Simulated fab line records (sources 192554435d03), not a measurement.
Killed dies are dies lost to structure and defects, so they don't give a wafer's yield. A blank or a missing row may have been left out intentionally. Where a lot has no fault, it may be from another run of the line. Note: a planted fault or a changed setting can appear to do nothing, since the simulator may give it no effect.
Matching of chambers	flow n5-finfet	4 sister chambers for N5_HKMG_FIN_ALD_36 on ald-metal-04
The step deposits TiN, target thk 1 nm, pulse time 1 s, purge time 3 s. 4 wafers are shown with their chamber, then 8 later ones without.

## WAFERS PAIRED WITH THEIR CHAMBERS
wafer	chamber	heater-power-w (W)
L079.3	3	914
L080.1	1	945
L080.5	2	1007
L088.1	0	855

## WAFERS WITH NO CHAMBER GIVEN
wafer	heater-power-w (W)
L088.2	998
L088.3	968
L094.1	933
L094.2	840
L094.4	921
L096.1	1007
L096.3	910
L096.5	856

## WHICH CHAMBER EACH WENT THROUGH
wafer	from the rows above	in truth
L088.2	2	2
L088.3	can't be placed: 1 or 2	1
L094.1	can't be placed: 1 or 3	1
L094.2	0	0
L094.4	can't be placed: 3 or 1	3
L096.1	2	2
L096.3	3	3
L096.5	0	0
5 of 8 placed correctly. Cannot be placed on the basis of these rows: 3; the candidates contain the true chamber in 3. Number placed wrongly: 0.
How it was worked out, from the rows above alone: a wafer's distance from a chamber is the root of the sum, over the readings, of the square of ((its reading less the chamber's mean) divided by the reading's scatter). The wafer belongs to the nearest chamber; if the next one is less than 2 further off, it can't be placed. Each chamber's mean is taken over the wafers shown for it. The scatter: with one shown wafer a chamber, the root of the mean of the squares of how far each hidden wafer lies from its nearest shown one.
